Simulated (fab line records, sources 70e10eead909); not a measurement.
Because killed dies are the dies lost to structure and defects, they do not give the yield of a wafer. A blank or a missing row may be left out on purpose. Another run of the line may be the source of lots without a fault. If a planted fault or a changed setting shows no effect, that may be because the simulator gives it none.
Comparing a struck lot with a sound one -- flow nand-harc -- 40 out of 1302 route steps
Sound: wafers L397.3, L397.4, L397.5. The struck wafers were L408.1, L408.2, L408.6. The cause comes at the end.
At each step with rows: each side's tool, then ch and its chambers, then its first start. Under that, the readings that differ: sound wafers -- struck wafers -- difference of the means -- sigmas: that difference in standard deviations of wafers without a fault.
alike: same words and numbers on both sides, and readings whose means sit less than 2 such deviations apart. not compared: any withheld reading, any reading some wafer has no value for, any bound like >300 that may hide the same value, and any number with overlapping values for which the record gives no deviation.
A row with sigmas, a row that says differs or no value, or rows on one side alone: a step with any of these is where the two part. Numbers that have no deviation but don't overlap get no sigmas and don't part them. A reading missing from all wafers of one side parts the sides only when that side holds two or more wafers.

first, 3 steps without rows for these wafers: NHARC_THIN_TSV_DESCUM_14 (chemistry O2, time 3 s); NHARC_THIN_TSV_ETCH_44 (etches the open film in CF4/O2, target depth 1594.2 nm, time 797.1 s); NHARC_THIN_TSV_ETCH_15 (target depth 3000 nm, bosch target overetch cycles 2, bosch etch step 2.8 s).
NHARC_THIN_TSV_CD_MEAS_16:
  sound on cd-sem-02 at day 25 02:26; struck on cd-sem-03 at day 31 04:28
  alike: cd-nm
then, 2 steps without rows for these wafers: NHARC_THIN_TSV_STRIP_45 (strips in O2); NHARC_THIN_TSV_STRIP_46 (strips in post etch residue remover, time 1200 s).
NHARC_THIN_TSV_DEP_47: deposits SiO2, target thk 200 nm.
  sound on pecvd-01 ch 0,1, day 25 03:24; struck on pecvd-03 ch 0,2, day 31 05:33
reading,sound,struck,difference,sigmas
throttle-valve-pct (%),15.6 15.7 15.9,16.4 17.3 16.8,+1.1,+2
  alike: showerhead-vpp-V
NHARC_THIN_TSV_ETCHBACK_48: etches the open film in C4F8/Ar, target depth 1028.5 nm, time 405.17 s.
  sound on rie-diel-13 ch 0,2,3, day 25 03:44; struck on rie-diel-13 ch 1,2,3, day 31 05:58
  alike: oes-product-au, rf-vpp-V
  not compared: rf-hours-counter-h
then, 3 steps without rows for these wafers: NHARC_THIN_TSV_STRIP_62 (strips in N2/H2, time 20 s); NHARC_THIN_TSV_DEGAS_49 (time 120 s); NHARC_THIN_TSV_PRE_CLEAN_50 (time 30 s).
NHARC_THIN_TSV_PVD_19: deposits TaN, target thk 20 nm.
  sound on pvd-sputter-01; struck on pvd-sputter-02
  alike: throttle-valve-pct
NHARC_THIN_TSV_PVD_51: deposits Cu, target thk 100 nm.
  sound on pvd-sputter-01 at day 25 04:53; struck on pvd-sputter-02 at day 31 06:47
  alike: throttle-valve-pct
then, 1 step without rows for these wafers: NHARC_THIN_TSV_ECD_20 (material Cu, target thk 2000 nm).
NHARC_THIN_TSV_ANNEAL_52: time 90 s.
  sound on rtp-anneal-01 ch 0, day 25 05:53; struck on rtp-anneal-02 ch 0, day 31 07:40
  alike: anneal-temp-c, wafer_temp_C_max
NHARC_THIN_TSV_CMP_21: polishes, t overpolish 30 s, target thk 2000 nm.
  sound on cmp-02 ch 1,2, day 25 06:08; struck on cmp-02 ch 0,1,3, day 31 08:01
  alike: motor-current-A, overpolish-run-s
then, 13 steps without rows for these wafers: NHARC_THIN_TSV_SRD_23; NHARC_THIN_TSV_DEGAS_53 (time 60 s); NHARC_THIN_TSV_PRE_CLEAN_54 (time 30 s); NHARC_THIN_TSV_PVD_55 (deposits TiN, target thk 50 nm); NHARC_THIN_TSV_PVD_24 (deposits Al, target thk 800 nm); NHARC_THIN_TSV_DEHYDRATE_25 (time 120 s); NHARC_THIN_TSV_HMDS_26 (time 30 s); NHARC_THIN_TSV_COAT_27; NHARC_THIN_TSV_SOFTBAKE_28 (time 95 s); NHARC_THIN_TSV_EBR_29; NHARC_THIN_TSV_EXPOSE_30 (exposes mask PAD); NHARC_THIN_TSV_PEB_31 (peb time 85 s); NHARC_THIN_TSV_DEVELOP_32 (time 70 s).
NHARC_THIN_TSV_CD_MEAS_33 targets a cd of 5000 nm.
  sound on cd-sem-02 ch 0, day 25 07:46; struck on cd-sem-02 ch 0, day 31 09:29
  alike: cd-nm
then, 6 steps without rows for these wafers: NHARC_THIN_TSV_HARDBAKE_34 (time 80 s); NHARC_THIN_TSV_DESCUM_35 (chemistry O2, time 3 s); NHARC_THIN_TSV_ETCH_59 (etches the open film in Cl2/BCl3, target depth 880 nm, time 138.1 s); NHARC_THIN_TSV_ETCH_36 (etches the open film in Cl2/BCl3, target depth 65 nm, time 18.571 s); NHARC_THIN_TSV_STRIP_56 (strips in O2); NHARC_THIN_TSV_STRIP_57 (strips in post etch residue remover, time 1200 s).
NHARC_THIN_TSV_CD_MEAS_37:
  sound on cd-sem-01 at day 25 09:13; struck on cd-sem-03 at day 31 10:56
  alike: cd-nm
then, 1 step without rows for these wafers: NHARC_THIN_TSV_ANNEAL_58 (time 1800 s).
NHARC_END_WLT_00:
  sound on prober-01 at day 25 16:27; struck on prober-01 at day 31 14:24
reading,sound,struck,difference,sigmas
VT_DECK1_MEDIAN_NEAR_BOTTOM_INNER,0.881 0.883 0.878,0.868 0.863 0.872,-0.013,-2
  alike: VT_DECK1_BOTTOM, VT_DECK1_BOTTOM_INNER, VT_DECK1_MEDIAN_NEAR_BOTTOM, VT_DECK1_MIDDLE, VT_DECK1_MIDDLE_INNER, VT_DECK1_TOP, VT_DECK1_TOP_INNER, VT_DECK2_BOTTOM, VT_DECK2_BOTTOM_INNER, VT_DECK2_MEDIAN_NEAR_BOTTOM, VT_DECK2_MEDIAN_NEAR_BOTTOM_INNER, VT_DECK2_MIDDLE, VT_DECK2_MIDDLE_INNER, VT_DECK2_TOP, VT_DECK2_TOP_INNER
NHARC_END_SORT_01:
  sound on prober-01 ch 0, day 25 20:00; struck on prober-01 ch 0, day 31 17:27
reading,sound,struck,difference,sigmas
defect-limited-yield (%),90.7 86.3 89.8,74.4 77.4 85.7,-9.8,-4
killed-at-other,0 0 0,87 82 34,+68,+52
killed-dies,63 93 69,173 153 97,+66,+4
sort_bin_2_pct (%),4.1 4.3 4.9,10.8 9.0 6.5,+4.3,+4
sort_bin_3_pct (%),1.0 1.8 0.6,5.5 4.4 2.7,+3.1,+8
sort-n-pass,614 584 608,504 524 580,-66,-4
sort-yield-pct (%),90.7 86.3 89.8,74.4 77.4 85.7,-9.8,-4
  alike: killed-at-array, killed-at-periphery, killed-open, killed-short, sort_bin_4_pct, sort-rim-yield-pct

WHERE THEY PART
At NHARC_THIN_TSV_DEP_47 first; at NHARC_END_SORT_01 last (within this record only).

WHY: whatever the simulator had introduced
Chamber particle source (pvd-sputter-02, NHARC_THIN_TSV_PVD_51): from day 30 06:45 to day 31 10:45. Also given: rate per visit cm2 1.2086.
